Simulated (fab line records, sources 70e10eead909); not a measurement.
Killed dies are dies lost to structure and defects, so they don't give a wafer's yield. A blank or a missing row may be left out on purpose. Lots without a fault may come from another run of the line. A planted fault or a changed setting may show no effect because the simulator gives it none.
fab line records | flow nand_harc
record lots=6 wafers=18 last_day=35
route steps=1302 shown P_CONTACT@246 P_M0@253 END@1302
lots that met no fault: from a run of the same line without faults
start_h: hours from the record's first day to the start of the lot's first wafer shown | wait_h: hours since the lot's step before | " the same as in the row above | L1.1+2: a row that stands for several wafers | - no value, or no start given | * or withheld: withheld | < > ~ a bound
route shown NAME@n: a module of which the file shows steps, and the number in the route of the first | usual: mean/standard deviation of fault-free wafers | same: alike in all rows | chamber/n: place in a boat | sites: the reading at each site | _std_site: their standard deviation | _edge_site: outer sites' mean less inner sites' | radius_mm: how far each site lies from the wafer's centre | mask NAME#n: copy n | behind: the tool/chamber that last shaped the wafer | hold: why the lot was held/for how many hours/how that ended | device: the transistor (n, p or np) that didn't switch | end of line: the same wafers' tests at the end of the route | a step without rows: its recipe alone | killed: dies lost to structure and defects at the first sort, not the wafer's yield | map: a wafer's dies, x killed, . not, _ none there
set.NAME: the setting as run; set.NAME@STEP: as run at that earlier step | model.NAME: the simulator's own value behind a step, which no gauge read
lots at some steps of the route; a table a step, a row a wafer
services: from which hour (start_h, from the record's first day; less than 0 if before it) a tool's chamber was out of use, for how many hours, and why
## steps
# step NHARC_P_CONTACT_PVD_32
# recipe target_thk_a=50 chamber_pressure_pa=5 power_w=5000 substrate_temp_c=200 time_s=17.7 material=Ti
# usual cathode_dc_power_W=5000.0/0.89 throttle_valve_pct=30.1/0.88
# columns lot.wafer tool chamber start_h wait_h cathode_dc_power_W throttle_valve_pct
L913.2 pvd_sputter-03 - - - 5000.8 30.9
L913.6 " - " " 4999.0 28.8
L913.5 " - " " 5000.3 30.9
L915.3 pvd_sputter-01 - - - 4999.2 31.0
L915.2 " - " " 5000.2 30.1
L915.5 " - " " 4998.8 31.1
L918.2 pvd_sputter-02 - - - 4998.8 29.6
L918.1 " - " " 5001.0 29.5
L918.5 " - " " 5001.1 29.5
L919.4 pvd_sputter-03 - - - 5002.5 28.3
L919.1 " - " " 4999.5 30.9
L919.3 " - " " 5000.6 30.3
L927.3 pvd_sputter-02 - - - 5000.2 30.4
L927.1 " - " " 5000.0 28.5
L927.5 " - " " 5000.9 30.1
L928.4 pvd_sputter-01 - - - 4998.9 30.9
L928.6 " - " " 5000.2 30.3
L928.5 " - " " 5000.5 30.5
# step NHARC_P_CONTACT_ALD_22
# recipe target_thk_a=30 pulse_time_s=1 ald_cycles=150 temp_c=450 material=TiN
# usual heater_power_w=1110/120 precursor_pulse_height_rel=1.000/0.019
# columns lot.wafer tool chamber start_h wait_h heater_power_w precursor_pulse_height_rel
L913.2 ald_metal-04 1 194.64 - 1094 1.004
L913.6 " 1 " " 1099 1.015
L913.5 " 2 " " 1103 0.964
L915.2 ald_metal-01 2 209.78 - 1159 0.992
L915.3 " 0 " " 1387 1.003
L915.5 " 2 " " 1163 1.035
L918.2 ald_metal-04 2 236.34 - 1104 1.001
L918.1 " 1 " " 1130 0.997
L918.5 " 2 " " 1080 1.011
L919.4 ald_metal-02 0 250.14 - 1160 0.978
L919.3 " 1 " " 1084 0.987
L919.1 " 2 " " 1318 1.036
L927.1 ald_metal-04 1 330.96 - 1132 1.000
L927.3 " 2 " " 1039 0.989
L927.5 " 1 " " 1136 1.003
L928.4 ald_metal-01 0 345.64 - 1387 1.013
L928.5 " 0 " " 1377 1.020
L928.6 " 1 " " 890 1.006
# step NHARC_P_CONTACT_CVD_23
# recipe target_thk_a=2000 temp_c=300 pressure_torr=40 wf6_flow_sccm=40 h2_flow_sccm=1600 ar_flow_sccm=1560 time_s=557 material=W
# usual heater_power_w=456/34 throttle_valve_pct=8.0/0.33
# columns lot.wafer tool chamber start_h wait_h heater_power_w throttle_valve_pct
L913.2 cvd_w-02 1 - - 434 8.1
L913.6 " 1 " " 441 8.4
L913.5 " 0 " " 467 7.6
L915.2 cvd_w-01 0 - - 500 8.2
L915.3 " 1 " " 403 7.6
L915.5 " 1 " " 408 7.9
L918.1 cvd_w-02 1 - - 458 8.3
L918.2 " 0 " " 481 7.7
L918.5 " 1 " " 450 8.3
L919.1 cvd_w-02 1 - - 439 8.3
L919.3 " 1 " " 448 8.5
L919.4 " 0 " " 477 7.8
L927.1 cvd_w-01 1 - - 411 8.2
L927.3 " 1 " " 410 7.8
L927.5 " 1 " " 420 7.7
L928.4 cvd_w-02 0 - - 502 8.1
L928.5 " 1 " " 474 8.2
L928.6 " 0 " " 490 8.0
# step NHARC_P_CONTACT_CMP_24
# recipe t_overpolish_s=30 target_thk_nm=200
# usual edge_zone_pressure_frac=1.001/0.0049 motor_current_A=13.0/1.2 overpolish_run_s=30.000/0.0088 pad_life_wafers=171/100 time_to_endpoint_s=40.3/2.4
# same t_overpolish_s=30
# columns lot.wafer tool chamber start_h wait_h edge_zone_pressure_frac motor_current_A overpolish_run_s pad_life_wafers time_to_endpoint_s
L913.2 cmp-03 1 196.63 0.6 0.999 11.0 30.002 99 39.1
L913.5 " 2 " " 0.997 13.9 30.008 - 41.5
L913.6 " 3 " " 1.005 12.9 29.998 - 42.0
L915.2 cmp-04 1 210.66 0.5 1.001 12.9 29.990 302 40.7
L915.3 " 2 " " 1.000 13.3 29.990 303 42.4
L915.5 " 3 " " 1.004 13.1 29.998 - 42.5
L918.1 cmp-03 3 237.20 0.6 0.993 12.1 30.004 294 43.9
L918.2 " 0 " " 0.997 12.2 29.993 295 36.8
L918.5 " 3 " " 1.005 12.1 29.993 - 41.3
L919.1 cmp-04 1 251.02 0.6 1.000 12.6 29.993 121 38.0
L919.3 " 2 " " 0.991 13.8 29.987 122 42.0
L919.4 " 3 " " 0.999 12.4 30.013 123 38.8
L927.1 cmp-03 3 331.81 0.5 1.003 12.5 30.006 276 39.9
L927.3 " 1 " " 0.996 11.2 30.018 278 36.4
L927.5 " 0 " " 1.004 11.7 29.995 - 37.0
L928.4 cmp-01 0 347.14 0.3 0.997 15.8 30.002 241 39.7
L928.5 " 3 " " 0.998 12.8 29.985 - 39.8
L928.6 " 0 " " 1.001 16.3 29.999 - 38.7
# step NHARC_P_CONTACT_SRD_26
# step NHARC_P_CONTACT_INSPECT_27
# usual raw_defect_count=313/120
# columns lot.wafer tool chamber start_h wait_h raw_defect_count
L913.2 defect_inspect-02 - 196.95 0.1 228
L913.5 " - " " 253
L913.6 " - " " 180
L915.2 defect_inspect-01 - 211.02 0.1 191
L915.3 " - " " 370
L915.5 " - " " 504
L918.1 defect_inspect-01 - 237.61 0.1 408
L918.2 " - " " 348
L918.5 " - " " 317
L919.1 defect_inspect-01 - 251.39 0.1 108
L919.3 " - " " 162
L919.4 " - " " 198
L927.1 defect_inspect-02 - 332.21 0.1 208
L927.3 " - " " 234
L927.5 " - " " 322
L928.4 defect_inspect-02 - 347.52 0.1 291
L928.5 " - " " 194
L928.6 " - " " 337
# step NHARC_P_M0_DEP_00
# recipe target_thk_a=1500 target_thk_nm=150 temp_c=withheld pressure_torr=5 flow_sccm=200 rf_w=600 material=SiOC
# step NHARC_P_M0_DEHYDRATE_01
# recipe temp_c=150 time_s=120
# step NHARC_P_M0_HMDS_02
# recipe time_s=30
# step NHARC_P_M0_COAT_33
# recipe temp_c=200 time_s=65
# step NHARC_P_M0_COAT_03
# recipe spin_rpm=1500 resist_thk_nm=90
# step NHARC_P_M0_SOFTBAKE_04
# recipe temp_c=105 time_s=55
# usual heater_power_total_W=188.44/0.13
# columns lot.wafer tool chamber start_h wait_h heater_power_total_W
L913.2 litho_track-04 0 197 - 188.55
L913.5 " 0 " " 188.47
L913.6 " 0 " " 188.64
L915.2 litho_track-06 0 211 - 175.30
L915.3 " 0 " " 175.27
L915.5 " 0 " " 175.56
L918.1 litho_track-06 0 238 - 175.30
L918.2 " 0 " " 175.15
L918.5 " 0 " " 175.42
L919.1 litho_track-01 0 251 - 188.44
L919.3 " 0 " " 188.39
L919.4 " 0 " " 188.51
L927.1 litho_track-04 0 332 - 188.40
L927.3 " 0 " " 188.36
L927.5 " 0 " " 188.41
L928.4 litho_track-06 0 348 - 188.37
L928.5 " 0 " " 188.59
L928.6 " 0 " " 188.38
# step NHARC_P_M0_EBR_05
# step NHARC_END_SORT_01
# recipe temp_c=25
# usual defect_limited_yield=91.7/2.8 killed_at_array=52/19 killed_at_other=0.8/1 killed_at_periphery=3.7/2.5 killed_dies=56/19 killed_open=3.5/2 killed_short=2.2/1.4 sort_bin_2_pct=2.9/1.2 sort_bin_3_pct=0.6/0.36 sort_bin_4_pct=4.8/1.6 sort_n_pass=621/19 sort_rim_yield_pct=92/3.9 sort_yield_pct=91.7/2.8
# same gross_dies=677 sort_bin_5_pct[%]=0 sort_bin_6_pct[%]=0 sort_bin_7_pct[%]=0 sort_bin_8_pct[%]=0 sort_rim_n_gross=106.00
# columns lot.wafer tool chamber start_h wait_h defect_limited_yield[%] killed_at_array killed_at_other killed_at_periphery killed_dies killed_open killed_short sort_bin_2_pct[%] sort_bin_3_pct[%] sort_bin_4_pct[%] sort_n_pass sort_rim_yield_pct[%] sort_yield_pct[%]
L913.2 prober-01 0 631.42 2.8 90.3 60 1 5 66 6 3 3.4 0.7 5.6 611 85 90.3
L913.5 prober-01 0 633.83 3.7 88.6 76 0 1 77 6 2 4.6 0.4 6.4 600 90 88.6
L913.6 prober-01 0 634.64 4.0 92.2 51 1 1 53 3 0 3.5 0.6 3.7 624 89 92.2
L915.2 prober-02 0 645.27 2.8 95.6 28 1 1 30 0 1 0.4 0.3 3.7 647 98 95.6
L915.3 prober-02 0 646.07 3.1 94.4 37 1 0 38 2 0 1.6 0.3 3.7 639 95 94.4
L915.5 prober-02 0 647.67 3.7 93.8 35 0 7 42 3 5 1.9 0.9 3.4 635 94 93.8
L918.1 prober-02 0 691.62 2.5 87.7 76 2 5 83 7 3 4.4 0.4 7.4 594 88 87.7
L918.2 prober-02 0 692.41 2.8 86.9 85 1 3 89 2 2 6.6 0.7 5.8 588 92 86.9
L918.5 prober-02 0 694.80 3.7 87.3 81 0 5 86 2 1 4.4 1.3 6.9 591 90 87.3
L919.1 prober-01 0 691.63 2.5 95.9 19 0 9 28 3 3 1.3 0 2.8 649 96 95.9
L919.3 prober-01 0 693.21 3.1 95.6 24 0 6 30 4 3 1.9 0 2.5 647 95 95.6
L919.4 prober-01 0 694.00 3.4 93.5 26 0 18 44 9 1 1.3 0.6 4.6 633 95 93.5
L927.1 prober-02 0 778.30 2.5 91.3 56 1 2 59 5 4 3.4 0.6 4.7 618 96 91.3
L927.3 prober-02 0 779.91 3.1 91.1 53 2 5 60 7 1 3.2 0.3 5.3 617 92 91.1
L927.5 prober-02 0 781.52 3.7 90.0 60 0 8 68 4 2 3.1 0.9 6.1 609 94 90.0
L928.4 prober-01 0 826.55 3.4 88.8 73 1 2 76 4 2 3.0 1.0 7.2 601 95 88.8
L928.5 prober-01 0 827.36 3.7 89.2 69 1 3 73 2 1 3.7 1.2 5.9 604 99 89.2
L928.6 prober-01 0 828.16 4.0 90.3 65 0 1 66 4 2 2.7 1.5 5.6 611 90 90.3
# killed by level:class
L913.2 A_SLIT:chamber_film_flake=27 A_CHANNEL_HOLE_D2:chamber_film_flake=14 A_CONTACT:chamber_film_flake=6 A_ZERO_WELL:chamber_film_flake=4 A_CHANNEL_HOLE_D1:chamber_film_flake=3 A_M1:geometric_particle:open=2 P_CONTACT:geometric_particle:open=1 P_M0:geometric_particle:open=1
L913.5 A_CHANNEL_HOLE_D2:chamber_film_flake=28 A_SLIT:chamber_film_flake=25 A_CHANNEL_HOLE_D1:chamber_film_flake=5 A_CONTACT:chamber_film_flake=4 A_ZERO_WELL:chamber_film_flake=3 A_SOURCE_PLATE:geometric_particle:open=1 A_CHANNEL_FILL_D1:geometric_particle:open=1 A_CHANNEL_FILL_D1:geometric_particle:short=1
L913.6 A_SLIT:chamber_film_flake=27 A_CHANNEL_HOLE_D2:chamber_film_flake=12 A_CHANNEL_HOLE_D1:chamber_film_flake=5 A_CONTACT:chamber_film_flake=3 A_ZERO_WELL:chamber_film_flake=2 P_M1:geometric_particle:open=1 A_CONTACT:geometric_particle:open=1 A_M0:geometric_particle:open=1
L915.2 A_CHANNEL_HOLE_D2:chamber_film_flake=16 A_CHANNEL_HOLE_D1:chamber_film_flake=4 A_STAIRCASE:chamber_film_flake=3 A_SLIT:chamber_film_flake=2 A_DECK1_JOINT:geometric_particle:short=1 P_ZERO_WELL:chamber_film_flake=1 A_ZERO_WELL:chamber_film_flake=1 A_WL_FILL:chamber_film_flake=1
L915.3 A_CHANNEL_HOLE_D2:chamber_film_flake=15 A_CHANNEL_HOLE_D1:chamber_film_flake=8 A_WL_FILL:chamber_film_flake=4 A_CONTACT:chamber_film_flake=4 A_SLIT:chamber_film_flake=2 A_ONON_D1:geometric_particle:open=1 A_M0:geometric_particle:open=1 A_ZERO_WELL:chamber_film_flake=1
L915.5 A_CHANNEL_HOLE_D2:chamber_film_flake=14 A_CHANNEL_HOLE_D1:chamber_film_flake=4 A_WL_FILL:chamber_film_flake=4 A_CONTACT:chamber_film_flake=4 P_ZERO_WELL:chamber_film_flake=3 A_SLIT:chamber_film_flake=2 P_STI:geometric_particle:open=1 P_CONTACT:geometric_particle:short=1
L918.1 A_SLIT:chamber_film_flake=31 A_CHANNEL_HOLE_D2:chamber_film_flake=16 A_CHANNEL_HOLE_D1:chamber_film_flake=11 A_STAIRCASE:chamber_film_flake=4 A_CONTACT:chamber_film_flake=3 A_CHANNEL_FILL_D1:geometric_particle:short=2 A_CHANNEL_FILL_D1:geometric_particle:open=2 P_GATE:chamber_film_flake=2
L919.1 P_BONDPAD:chamber_film_flake=7 A_CHANNEL_HOLE_D1:chamber_film_flake=5 A_DECK1_JOINT:geometric_particle:short=2 A_STAIRCASE:chamber_film_flake=2 A_SLIT:chamber_film_flake=2 A_WL_FILL:chamber_film_flake=2 P_M0:geometric_particle:short=1 A_CHANNEL_FILL_D1:geometric_particle:open=1
L918.2 A_CHANNEL_HOLE_D1:chamber_film_flake=33 A_SLIT:chamber_film_flake=25 A_CHANNEL_HOLE_D2:chamber_film_flake=15 A_STAIRCASE:chamber_film_flake=7 P_M2:geometric_particle:short=1 A_ONON_D2:geometric_particle:open=1 A_WL_FILL:geometric_particle:open=1 A_M0:geometric_particle:short=1
L919.3 A_CHANNEL_HOLE_D1:chamber_film_flake=9 P_M1:chamber_film_flake=4 A_STAIRCASE:chamber_film_flake=3 A_SLIT:chamber_film_flake=3 A_ONON_D1:geometric_particle:short=2 A_DECK1_JOINT:geometric_particle:open=2 P_BONDPAD:chamber_film_flake=2 A_CHANNEL_HOLE_D1:geometric_particle:open=1
L919.4 A_CHANNEL_HOLE_D1:chamber_film_flake=9 P_BONDPAD:chamber_film_flake=8 P_M1:chamber_film_flake=7 A_BONDPAD:chamber_film_flake=4 A_CHANNEL_FILL_D1:geometric_particle:open=3 A_CHANNEL_FILL_D2:geometric_particle:open=2 A_STAIRCASE:chamber_film_flake=2 P_GATE:geometric_particle:open=1
L918.5 A_SLIT:chamber_film_flake=39 A_CHANNEL_HOLE_D1:chamber_film_flake=16 A_CHANNEL_HOLE_D2:chamber_film_flake=12 A_STAIRCASE:chamber_film_flake=9 P_ZERO_WELL:chamber_film_flake=3 A_WL_FILL:chamber_film_flake=2 P_M1:geometric_particle:open=1 A_CHANNEL_FILL_D2:geometric_particle:open=1
L927.1 A_SLIT:chamber_film_flake=30 A_STAIRCASE:chamber_film_flake=6 A_CHANNEL_HOLE_D1:chamber_film_flake=5 A_CHANNEL_HOLE_D1:unspecified=3 A_ONON_D1:geometric_particle:open=2 A_WL_FILL:geometric_particle:short=2 A_CHANNEL_FILL_D1:chamber_film_flake=2 P_M0:geometric_particle:short=1
L927.3 A_SLIT:chamber_film_flake=34 A_STAIRCASE:chamber_film_flake=5 A_CHANNEL_HOLE_D1:chamber_film_flake=3 A_CONTACT:chamber_film_flake=3 P_GATE:geometric_particle:open=2 THIN_TSV:chamber_film_flake=2 P_STI:geometric_particle:open=1 P_CONTACT:geometric_particle:open=1
L927.5 A_SLIT:chamber_film_flake=39 A_CHANNEL_HOLE_D1:chamber_film_flake=7 A_CONTACT:chamber_film_flake=7 P_CONTACT:geometric_particle:open=3 P_STI:chamber_film_flake=3 A_CHANNEL_FILL_D1:chamber_film_flake=3 P_CONTACT:geometric_particle:short=1 A_M0:geometric_particle:open=1
L928.4 A_CHANNEL_HOLE_D2:chamber_film_flake=36 A_CHANNEL_HOLE_D1:chamber_film_flake=11 A_SLIT:chamber_film_flake=9 A_CONTACT:chamber_film_flake=5 A_BLC:chamber_film_flake=4 P_M1:geometric_particle:short=1 A_CHANNEL_HOLE_D1:geometric_particle:open=1 A_ONON_D2:geometric_particle:short=1
L928.5 A_CHANNEL_HOLE_D2:chamber_film_flake=28 A_CHANNEL_HOLE_D1:chamber_film_flake=24 A_SLIT:chamber_film_flake=7 A_CONTACT:chamber_film_flake=4 P_GATE:chamber_film_flake=2 A_ZERO_WELL:chamber_film_flake=2 A_BLC:chamber_film_flake=2 P_M1:geometric_particle:short=1
L928.6 A_CHANNEL_HOLE_D2:chamber_film_flake=34 A_CHANNEL_HOLE_D1:chamber_film_flake=14 A_BLC:chamber_film_flake=5 A_SLIT:chamber_film_flake=4 A_CONTACT:chamber_film_flake=2 P_M0:geometric_particle:open=1 A_CHANNEL_FILL_D1:geometric_particle:open=1 A_DECK1_JOINT:geometric_particle:open=1
## services
# columns tool chamber start_h hours kind
ald_metal-01 - 173.95 0.8 repair
pvd_sputter-03 - 176.46 10.0 pm
pvd_sputter-01 - 178.68 1.8 repair
litho_track-06 - 179.00 7.0 pm
cvd_w-01 - 185.00 13.0 pm
litho_track-04 - 203.00 7.0 pm
cmp-04 - 224.18 4.0 pm
pvd_sputter-01 - 226.00 10.0 pm
cmp-03 - 238.89 1.8 repair
ald_metal-04 1 252.60 3.2 repair
cmp-03 - 260.00 4.0 pm
pvd_sputter-03 - 264.44 3.5 repair
cvd_w-02 - 269.39 13.0 pm
ald_metal-04 2 270.79 3.1 repair
pvd_sputter-02 - 282.96 10.0 pm
cvd_w-02 1 283.66 5.0 repair
ald_metal-04 - 296.00 10.0 pm
pvd_sputter-03 - 304.58 1.9 repair
cmp-03 - 305.62 0.8 repair
ald_metal-01 3 308.71 15.2 repair
ald_metal-01 0 313.33 2.5 repair
cmp-04 - 313.97 0.6 repair
cvd_w-01 0 315.73 12.6 repair
cmp-04 - 322.18 4.0 pm
## key
first_sign step=NHARC_P_M0_SOFTBAKE_04 reading=heater_power_total_W direction=down sigmas=98 usual=* struck=*
effect none on later readings
met_at NHARC_P_M0_SOFTBAKE_04
struck_wafers L915.2,L915.3,L915.5,L918.1,L918.2,L918.5
fault kind=process_parameter_drift tool=litho_track-06 chamber=- onset_h=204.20 steps=NHARC_P_M0_SOFTBAKE_04 channel=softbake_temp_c offset=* shape=step end_h=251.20 acts_in=* stated=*
